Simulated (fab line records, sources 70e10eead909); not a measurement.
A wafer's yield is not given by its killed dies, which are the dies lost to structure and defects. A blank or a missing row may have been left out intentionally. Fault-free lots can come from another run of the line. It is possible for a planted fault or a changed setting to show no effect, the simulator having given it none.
Which tool is to blame?    flow nand harc    23 lots, 69 wafers sampled, at 6 steps of a route of 1302

## WHAT THE GAUGES READ, wafer by wafer
The record holds no reading of a measuring or inspecting step that can be judged against a usual standard deviation.

## EACH LOT AND THE TOOL THAT RAN IT (in order: tool; ch and the chambers of the sampled wafers; start)
lot   NHARC_A_STAIRCASE_TRIM_20           NHARC_A_STAIRCASE_TRIM_24                      NHARC_A_STAIRCASE_ETCH_25                      NHARC_A_STAIRCASE_ETCH_190                     NHARC_A_STAIRCASE_TRIM_233                     NHARC_A_STAIRCASE_STRIP_254
L074  rie diel-09 ch 0,2,3, day 16 01:11  rie diel-09 ch 0,2,3, day 16 16:24 or earlier  rie diel-09 ch 2,3, day 16 16:24 or earlier    rie diel-09 ch 2,3, day 16 16:24 or earlier    rie diel-13 ch 1,2,3, day 16 16:24 or earlier  plasma asher-01 ch 0,1, day 16 16:24
L075  rie diel-04 ch 0,2,3, day 16 15:38  rie diel-04 ch 1,3, day 17 01:46 or earlier    rie diel-04 ch 0,3, day 17 01:46 or earlier    rie diel-13 ch 2,3, day 17 01:46 or earlier    rie diel-04 ch 0,1,2, day 17 01:46 or earlier  plasma asher-02 ch 0,1, day 17 01:46
L076  rie diel-04 ch 2,3, day 16 20:07    rie diel-04 ch 0,2, day 17 08:55 or earlier    rie diel-04 ch 0,1,2, day 17 08:55 or earlier  rie diel-04 ch 0,2, day 17 08:55 or earlier    rie diel-04 ch 1,2,3, day 17 08:55 or earlier  plasma asher-02 ch 0,1, day 17 08:55
L077  rie diel-13 ch 1,2,3, day 16 20:27  rie diel-13 ch 0,1,3, day 17 09:39 or earlier  rie diel-13 ch 0,1,2, day 17 09:39 or earlier  rie diel-13 ch 0,1,3, day 17 09:39 or earlier  rie diel-09 ch 0,1,2, day 17 09:39 or earlier  plasma asher-02 ch 0,1, day 17 09:39
L078  rie diel-13 ch 0,1, day 17 21:09    rie diel-13 ch 0,2, day 18 07:14 or earlier    rie diel-13 ch 0,1, day 18 07:14 or earlier    rie diel-09 ch 0,2,3, day 18 07:14 or earlier  rie diel-09 ch 2,3, day 18 07:14 or earlier    plasma asher-02 ch 0, day 18 07:14
L079  rie diel-13 ch 2,3, day 18 01:44    rie diel-13 ch 0,3, day 18 13:04 or earlier    rie diel-13 ch 0,1,3, day 18 13:04 or earlier  rie diel-04 ch 0,2,3, day 18 13:04 or earlier  rie diel-04 ch 0,2, day 18 13:04 or earlier    plasma asher-01 ch 0,1, day 18 13:04
L081  rie diel-13 ch 0,1, day 18 18:42    rie diel-13 ch 0,1,3, day 19 10:41 or earlier  rie diel-13 ch 1,2,3, day 19 10:41 or earlier  rie diel-04 ch 0,1, day 19 10:41 or earlier    rie diel-09 ch 1,2,3, day 19 10:41 or earlier  plasma asher-02 ch 0,1, day 19 10:41
L083  rie diel-04 ch 0,2,3, day 19 01:11  rie diel-04 ch 0,1,2, day 19 13:19 or earlier  rie diel-04 ch 1,2,3, day 19 13:19 or earlier  rie diel-09 ch 1,3, day 19 13:19 or earlier    rie diel-04 ch 0,1,3, day 19 13:19 or earlier  plasma asher-02 ch 0,1, day 19 13:19
L082  rie diel-09 ch 0,2, day 19 06:34    rie diel-09 ch 0,2,3, day 19 18:35 or earlier  rie diel-09 ch 0,1,3, day 19 18:35 or earlier  rie diel-04 ch 0,1, day 19 18:35 or earlier    rie diel-13 ch 2,3, day 19 18:35 or earlier    plasma asher-02 ch 0,1, day 19 18:35
L084  rie diel-04 ch 0,2,3, day 19 16:34  rie diel-04 ch 0,3, day 20 03:18 or earlier    rie diel-04 ch 0,2,3, day 20 03:18 or earlier  rie diel-04 ch 1,2,3, day 20 03:18 or earlier  rie diel-13 ch 0,2,3, day 20 03:18 or earlier  plasma asher-01 ch 0,1, day 20 03:18
L086  rie diel-04 ch 1,2,3, day 20 12:13  rie diel-04 ch 0,3, day 20 22:50 or earlier    rie diel-04 ch 0,2,3, day 20 22:50 or earlier  rie diel-09 ch 0,3, day 20 22:50 or earlier    rie diel-04 ch 0,2,3, day 20 22:50 or earlier  plasma asher-01 ch 0,1, day 20 22:50
L085  rie diel-13 ch 0,3, day 20 12:58    rie diel-13 ch 1,2, day 20 23:50 or earlier    rie diel-13 ch 2,3, day 20 23:50 or earlier    rie diel-04 ch 0,1, day 20 23:50 or earlier    rie diel-04 ch 2,3, day 20 23:50 or earlier    plasma asher-02 ch 0,1, day 20 23:50
L087  rie diel-13 ch 0,1,3, day 20 21:27  rie diel-13 ch 2,3, day 21 08:43 or earlier    rie diel-13 ch 2,3, day 21 08:43 or earlier    rie diel-04 ch 0,1,3, day 21 08:43 or earlier  rie diel-09 ch 1,2,3, day 21 08:43 or earlier  plasma asher-02 ch 0, day 21 08:43
L089  rie diel-09 ch 0,3, day 21 15:11    rie diel-09 ch 0,3, day 22 05:00 or earlier    rie diel-09 ch 1,2,3, day 22 05:00 or earlier  rie diel-04 ch 0,1,3, day 22 05:00 or earlier  rie diel-13 ch 0,1,3, day 22 05:00 or earlier  plasma asher-02 ch 0,1, day 22 05:00
L088  rie diel-04 ch 0,2,3, day 21 15:34  rie diel-04 ch 0,2,3, day 22 05:10 or earlier  rie diel-04 ch 0,1,3, day 22 05:10 or earlier  rie diel-04 ch 1,2, day 22 05:10 or earlier    rie diel-04 ch 0,1, day 22 05:10 or earlier    plasma asher-01 ch 0,1, day 22 05:10
L090  rie diel-09 ch 0,2,3, day 22 17:02  rie diel-09 ch 0,1,2, day 23 05:02 or earlier  rie diel-09 ch 1,2,3, day 23 05:02 or earlier  rie diel-09 ch 0,1,3, day 23 05:02 or earlier  rie diel-13 ch 0,1,2, day 23 05:02 or earlier  plasma asher-02 ch 0,1, day 23 05:02
L091  rie diel-09 ch 0,2,3, day 22 17:14  rie diel-09 ch 0,1, day 23 05:42 or earlier    rie diel-09 ch 0,1,2, day 23 05:42 or earlier  rie diel-09 ch 0,2,3, day 23 05:42 or earlier  rie diel-09 ch 0,1,2, day 23 05:42 or earlier  plasma asher-01 ch 0,1, day 23 05:42
L092  rie diel-09 ch 0,2,3, day 23 07:11  rie diel-09 ch 0,3, day 23 17:38 or earlier    rie diel-09 ch 2,3, day 23 17:38 or earlier    rie diel-13 ch 2,3, day 23 17:38 or earlier    rie diel-09 ch 1,2, day 23 17:38 or earlier    plasma asher-01 ch 0,1, day 23 17:38
L093  rie diel-13 ch 1,2, day 23 19:10    rie diel-13 ch 0,3, day 24 06:55 or earlier    rie diel-13 ch 0,1, day 24 06:55 or earlier    rie diel-04 ch 0,1,2, day 24 06:55 or earlier  rie diel-09 ch 1,3, day 24 06:55 or earlier    plasma asher-01 ch 1, day 24 06:55
L094  rie diel-13 ch 1,3, day 24 03:13    rie diel-13 ch 0,1,3, day 24 13:22 or earlier  rie diel-13 ch 1,2,3, day 24 13:22 or earlier  rie diel-04 ch 1,2, day 24 13:22 or earlier    rie diel-09 ch 0,2,3, day 24 13:22 or earlier  plasma asher-01 ch 0,1, day 24 13:22
L095  rie diel-04 ch 1,2,3, day 24 10:50  rie diel-04 ch 1,2, day 24 21:30 or earlier    rie diel-04 ch 1,2, day 24 21:30 or earlier    rie diel-13 ch 1,2, day 24 21:30 or earlier    rie diel-04 ch 1,2, day 24 21:30 or earlier    plasma asher-01 ch 0,1, day 24 21:30
L096  rie diel-09 ch 0,2,3, day 25 02:44  rie diel-09 ch 1,2,3, day 25 13:38 or earlier  rie diel-09 ch 0,1,2, day 25 13:38 or earlier  rie diel-04 ch 1,2,3, day 25 13:38 or earlier  rie diel-13 ch 0,2,3, day 25 13:38 or earlier  plasma asher-02 ch 0,1, day 25 13:38
L097  rie diel-13 ch 0,1,2, day 25 14:05  rie diel-13 ch 1,2, day 26 00:56 or earlier    rie diel-13 ch 0,1,2, day 26 00:56 or earlier  rie diel-04 ch 0,1,2, day 26 00:56 or earlier  rie diel-09 ch 0,1,3, day 26 00:56 or earlier  plasma asher-02 ch 1, day 26 00:56
- NHARC_A_STAIRCASE_TRIM_20: chemistry O2, time 211.2 s.
- NHARC_A_STAIRCASE_TRIM_24: chemistry O2, time 211.2 s.
- NHARC_A_STAIRCASE_ETCH_25: etches the open film in C4F8/O2, target depth 100 nm, time 40.5 s.
- NHARC_A_STAIRCASE_ETCH_190: etches the open film in C4F8/O2, target depth 100 nm, time 40.5 s.
- NHARC_A_STAIRCASE_TRIM_233: chemistry O2, time 211.2 s.
- NHARC_A_STAIRCASE_STRIP_254: strips in O2.

## AS READ BY THE TOOLS THEMSELVES (means over the sampled wafers that have a number; for cases with no such wafer, the mark the record gives instead)
NHARC_A_STAIRCASE_TRIM_20.
lot   tool         drypump motor current A (A)  mfc ar sccm (sccm)  oes product au (a.u.)  rf vpp V (V)  showerhead plenum p Torr (Torr)  throttle valve pct (%)
L074  rie diel-09  5.9                          0.009               0.998                  58.3          3.62                             17.041
L075  rie diel-04  5.8                          0.020               0.997                  57.6          3.47                             17.036
L076  rie diel-04  5.8                          0.014               1.006                  56.8          3.32                             17.031
L077  rie diel-13  5.4                          0.000               1.001                  57.9          3.58                             17.042
L078  rie diel-13  5.7                          0.015               1.021                  57.3          3.46                             17.031
L079  rie diel-13  5.2                          0.000               1.001                  57.7          3.68                             17.042
L081  rie diel-13  5.7                          0.015               0.998                  57.6          3.46                             17.047
L083  rie diel-04  5.8                          0.020               0.999                  57.7          3.46                             17.036
L082  rie diel-09  6.1                          0.009               0.981                  57.5          3.68                             17.032
L084  rie diel-04  5.8                          0.020               0.998                  57.4          3.46                             17.026
L086  rie diel-04  5.7                          0.014               0.998                  57.9          3.38                             17.047
L085  rie diel-13  5.3                          0.008               0.994                  58.7          3.65                             17.047
L087  rie diel-13  5.5                          0.008               0.996                  59.0          3.52                             17.040
L089  rie diel-09  5.8                          0.018               0.993                  57.0          3.64                             17.033
L088  rie diel-04  5.8                          0.020               1.004                  57.0          3.45                             17.042
L090  rie diel-09  5.9                          0.009               0.989                  58.3          3.59                             17.035
L091  rie diel-09  5.9                          0.009               0.996                  56.8          3.59                             17.038
L092  rie diel-09  5.9                          0.009               1.000                  58.0          3.59                             17.036
L093  rie diel-13  5.4                          0.000               1.013                  57.5          3.52                             17.041
L094  rie diel-13  5.4                          0.000               0.995                  58.1          3.57                             17.034
L095  rie diel-04  5.7                          0.014               0.994                  57.6          3.54                             17.027
L096  rie diel-09  5.9                          0.009               0.992                  57.9          3.58                             17.045
L097  rie diel-13  5.6                          0.008               1.007                  57.4          3.47                             17.035

NHARC_A_STAIRCASE_TRIM_24.
lot   tool         drypump motor current A (A)  mfc ar sccm (sccm)  oes product au (a.u.)  rf vpp V (V)  showerhead plenum p Torr (Torr)  throttle valve pct (%)
L074  rie diel-09  5.9                          0.009               0.992                  57.4          3.62                             17.033
L075  rie diel-04  5.9                          0.028               1.005                  57.8          3.41                             17.027
L076  rie diel-04  5.6                          0.006               1.001                  58.3          3.44                             17.034
L077  rie diel-13  5.5                          0.008               0.991                  56.8          3.54                             17.043
L078  rie diel-13  5.5                          0.015               1.018                  56.9          3.56                             17.041
L079  rie diel-13  5.5                          0.015               1.001                  57.7          3.59                             17.037
L081  rie diel-13  5.6                          0.008               0.994                  58.3          3.53                             17.030
L083  rie diel-04  5.6                          0.006               0.995                  57.5          3.50                             17.046
L082  rie diel-09  5.9                          0.009               0.987                  58.1          3.61                             17.044
L084  rie diel-04  6.0                          0.034               1.005                  56.8          3.48                             17.045
L086  rie diel-04  5.9                          0.026               1.013                  58.4          3.60                             17.038
L085  rie diel-13  5.6                          0.000               1.009                  58.4          3.43                             17.047
L087  rie diel-13  5.2                          0.000               0.989                  58.7          3.69                             17.034
L089  rie diel-09  5.6                          0.009               0.992                  58.4          3.53                             17.029
L088  rie diel-04  5.8                          0.020               1.005                  57.6          3.45                             17.048
L090  rie diel-09  6.0                          0.009               0.978                  58.0          3.58                             17.041
L091  rie diel-09  6.0                          0.009               0.983                  57.3          3.51                             17.036
L092  rie diel-09  5.8                          0.018               0.999                  58.3          3.63                             17.036
L093  rie diel-13  5.3                          0.008               1.007                  57.4          3.64                             17.034
L094  rie diel-13  5.6                          0.008               1.005                  57.4          3.50                             17.041
L095  rie diel-04  5.6                          0.000               0.988                  57.8          3.69                             17.025
L096  rie diel-09  5.8                          0.000               0.998                  57.8          3.47                             17.033
L097  rie diel-13  5.6                          0.000               0.989                  58.0          3.41                             17.026

NHARC_A_STAIRCASE_ETCH_25.
lot   tool         oes product au (a.u.)  rf vpp V (V)
L074  rie diel-09  0.946                  896
L075  rie diel-04  0.957                  895
L076  rie diel-04  0.948                  896
L077  rie diel-13  0.958                  895
L078  rie diel-13  0.948                  891
L079  rie diel-13  0.938                  896
L081  rie diel-13  0.936                  897
L083  rie diel-04  0.951                  890
L082  rie diel-09  0.953                  897
L084  rie diel-04  0.949                  893
L086  rie diel-04  0.940                  893
L085  rie diel-13  0.949                  900
L087  rie diel-13  0.938                  902
L089  rie diel-09  0.942                  894
L088  rie diel-04  0.941                  895
L090  rie diel-09  0.938                  894
L091  rie diel-09  0.919                  898
L092  rie diel-09  0.953                  893
L093  rie diel-13  0.952                  890
L094  rie diel-13  0.949                  896
L095  rie diel-04  0.937                  898
L096  rie diel-09  0.920                  898
L097  rie diel-13  0.948                  894

NHARC_A_STAIRCASE_ETCH_190.
lot   tool         oes product au (a.u.)  rf vpp V (V)
L074  rie diel-09  0.946                  895
L075  rie diel-13  0.939                  903
L076  rie diel-04  0.940                  893
L077  rie diel-13  0.941                  896
L078  rie diel-09  0.930                  900
L079  rie diel-04  0.941                  893
L081  rie diel-04  0.940                  899
L083  rie diel-09  0.942                  893
L082  rie diel-04  0.934                  896
L084  rie diel-04  0.933                  890
L086  rie diel-09  0.938                  896
L085  rie diel-04  0.957                  897
L087  rie diel-04  0.954                  896
L089  rie diel-04  0.935                  895
L088  rie diel-04  0.931                  892
L090  rie diel-09  0.930                  897
L091  rie diel-09  0.933                  898
L092  rie diel-13  0.970                  901
L093  rie diel-04  0.939                  901
L094  rie diel-04  0.926                  897
L095  rie diel-13  0.950                  896
L096  rie diel-04  0.941                  896
L097  rie diel-04  0.944                  900

NHARC_A_STAIRCASE_TRIM_233.
lot   tool         drypump motor current A (A)  mfc ar sccm (sccm)  oes product au (a.u.)  rf vpp V (V)  showerhead plenum p Torr (Torr)  throttle valve pct (%)
L074  rie diel-13  5.4                          0.000               1.004                  57.1          3.58                             17.039
L075  rie diel-04  5.6                          0.006               1.012                  58.2          3.51                             17.042
L076  rie diel-04  5.7                          0.014               0.995                  56.8          3.39                             17.038
L077  rie diel-09  6.1                          0.009               0.995                  58.1          3.61                             17.034
L078  rie diel-09  5.9                          0.000               1.001                  57.6          3.58                             17.036
L079  rie diel-04  5.6                          0.006               1.002                  57.5          3.44                             17.036
L081  rie diel-09  5.8                          0.000               0.991                  57.6          3.49                             17.038
L083  rie diel-04  5.8                          0.020               1.012                  57.4          3.52                             17.042
L082  rie diel-13  5.2                          0.000               0.997                  57.8          3.68                             17.039
L084  rie diel-13  5.3                          0.008               0.998                  57.6          3.63                             17.043
L086  rie diel-04  5.8                          0.020               0.999                  56.9          3.45                             17.033
L085  rie diel-04  5.8                          0.014               0.998                  56.6          3.31                             17.035
L087  rie diel-09  5.8                          0.000               0.991                  58.2          3.49                             17.044
L089  rie diel-13  5.5                          0.008               1.002                  58.0          3.52                             17.036
L088  rie diel-04  5.5                          0.006               0.999                  58.7          3.55                             17.035
L090  rie diel-13  5.5                          0.008               1.005                  57.2          3.48                             17.024
L091  rie diel-09  6.0                          0.009               0.982                  58.0          3.58                             17.031
L092  rie diel-09  6.1                          0.000               0.989                  57.7          3.54                             17.036
L093  rie diel-09  5.5                          0.000               1.006                  57.4          3.40                             17.038
L094  rie diel-09  5.8                          0.009               0.997                  58.4          3.59                             17.033
L095  rie diel-04  5.6                          0.000               0.984                  58.5          3.69                             17.037
L096  rie diel-13  5.3                          0.008               1.011                  58.0          3.60                             17.033
L097  rie diel-09  5.7                          0.009               1.008                  57.7          3.51                             17.029

NHARC_A_STAIRCASE_STRIP_254.
lot   tool             drypump motor current A (A)  heater power w (W)
L074  plasma asher-01  5.75                         362
L075  plasma asher-02  6.00                         279
L076  plasma asher-02  6.01                         283
L077  plasma asher-02  6.03                         322
L078  plasma asher-02  6.00                         236
L079  plasma asher-01  5.57                         347
L081  plasma asher-02  6.04                         326
L083  plasma asher-02  6.01                         288
L082  plasma asher-02  6.03                         323
L084  plasma asher-01  5.57                         349
L086  plasma asher-01  5.75                         357
L085  plasma asher-02  6.03                         285
L087  plasma asher-02  6.00                         251
L089  plasma asher-02  6.03                         323
L088  plasma asher-01  5.57                         342
L090  plasma asher-02  6.03                         327
L091  plasma asher-01  5.57                         349
L092  plasma asher-01  5.76                         371
L093  plasma asher-01  5.98                         391
L094  plasma asher-01  5.76                         373
L095  plasma asher-01  5.57                         354
L096  plasma asher-02  6.02                         283
L097  plasma asher-02  6.05                         358

## THE ANSWER, worked out from the rows above alone
Rule: what is usual is taken from the lots themselves. The widest of any qualifying gaps counts: lots, ordered by their means at a reading, are off when they make up no more than a third of the lots, leave a main group of 4 or more, and stand apart from it by 3 or more times the standard deviation of that group's means. A main group is skipped when, at the precision printed for the reading in the tables above, its means are all equal. A lot without any number at a reading at which 4 lots or more have one is off too. All remaining lots with rows at the step are treated as sound. After the gauges, taken in route order, come the tools' own readings; for these a lot's mean is taken, as printed above. At the first step where some lot is off, the reading lying furthest off is the one used; lots without a number count as furthest.
Nothing can be told from this: no lot is off at any reading shown.

## WHAT THE SIMULATOR HAD INSERTED
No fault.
